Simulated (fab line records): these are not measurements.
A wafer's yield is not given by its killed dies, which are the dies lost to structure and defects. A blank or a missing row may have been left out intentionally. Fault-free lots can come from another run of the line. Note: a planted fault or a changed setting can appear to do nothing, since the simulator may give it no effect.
Which tool was responsible? | flow nand harc | 12 lots, 36 wafers sampled, at 3 steps of a route of 1159

WHAT EACH GAUGE READ, for each wafer
NHARC_A_CONTACT_CD_MEAS_15.
lot  | measured     | on        | cd nm (nm)
L076 | day 17 01:54 | cd sem-02 | 90.1 90.3 90.2
L079 | day 18 05:05 | cd sem-01 | 90.3 90.4 90.8
L077 | day 18 16:28 | cd sem-03 | 89.3 89.0 89.8
L081 | day 19 00:41 | cd sem-01 | 90.8 90.1 90.9
L082 | day 19 13:50 | cd sem-02 | 90.4 90.0 89.1
L085 | day 20 01:44 | cd sem-03 | 90.6 90.6 90.4
L086 | day 20 14:05 | cd sem-02 | 89.3 88.5 89.2
L087 | day 21 02:50 | cd sem-02 | 89.0 89.5 89.6
L091 | day 21 09:32 | cd sem-03 | 90.6 89.7 90.6
L094 | day 22 01:12 | cd sem-03 | 90.2 89.5 89.7
L095 | day 22 07:04 | cd sem-02 | 90.0 90.1 90.7
L097 | day 23 06:18 | cd sem-02 | 89.7 90.3 89.6

EACH LOT AND THE TOOL THAT RAN IT (in order: tool; ch and the chambers of the sampled wafers; start)
lot  | NHARC_A_CONTACT_ETCH_30                       | NHARC_A_CONTACT_ETCH_134
L076 | rie diel-09 ch 0,2,3, day 17 00:17 or earlier | har cap etch-03 ch 0,1, day 17 00:17
L079 | rie diel-03 ch 0,1,3, day 18 03:31 or earlier | har cap etch-03 ch 0,1, day 18 03:31
L077 | rie diel-09 ch 0,2,3, day 18 15:07 or earlier | har cap etch-03 ch 0,1, day 18 15:07
L081 | rie diel-09 ch 1,2, day 18 23:21 or earlier   | har cap etch-01 ch 0,1, day 18 23:21
L082 | rie diel-03 ch 0,1,3, day 19 12:32 or earlier | har cap etch-01 ch 0,1, day 19 12:32
L085 | rie diel-09 ch 0,1,2, day 20 00:25 or earlier | har cap etch-02 ch 0,1, day 20 00:25
L086 | rie diel-02 ch 2,3, day 20 12:47 or earlier   | har cap etch-02 ch 0,1, day 20 12:47
L087 | rie diel-09 ch 0,1,2, day 21 01:31 or earlier | har cap etch-01 ch 0,1, day 21 01:31
L091 | rie diel-09 ch 0,1,3, day 21 08:16 or earlier | har cap etch-01 ch 0,1, day 21 08:16
L094 | rie diel-09 ch 0,1,3, day 21 23:54 or earlier | har cap etch-01 ch 0,1, day 21 23:54
L095 | rie diel-09 ch 0,2,3, day 22 05:49 or earlier | har cap etch-02 ch 0,1, day 22 05:49
L097 | rie diel-09 ch 0,1,3, day 23 04:59 or earlier | har cap etch-01 ch 0,1, day 23 04:59
- NHARC_A_CONTACT_ETCH_30: etches the open film in CF4/CHF3, target depth 60.5 nm, time 30.2 s.
- NHARC_A_CONTACT_ETCH_134: etches the open film in C4F8/O2/Ar, time 140 s, target depth 700 nm.

THE ANSWER, worked out from the rows above alone
Rule: the usual values come from the lots themselves. Put in order of their means at a reading, lots are off if they are a third of the lots or fewer, leave a main group of 4 or more, and stand apart from it by a gap of 3 or more times the standard deviation of the main group's means; of several such gaps the widest counts. The tables above print the reading to a certain number of digits; a main group whose means all agree to those digits is not used. A lot without any number at a reading at which 4 lots or more have one is off too. The other lots that the step has rows for count as sound.
Nothing can be told from this: no lot is off at any reading shown.

WHAT WAS PUT IN BY THE SIMULATOR
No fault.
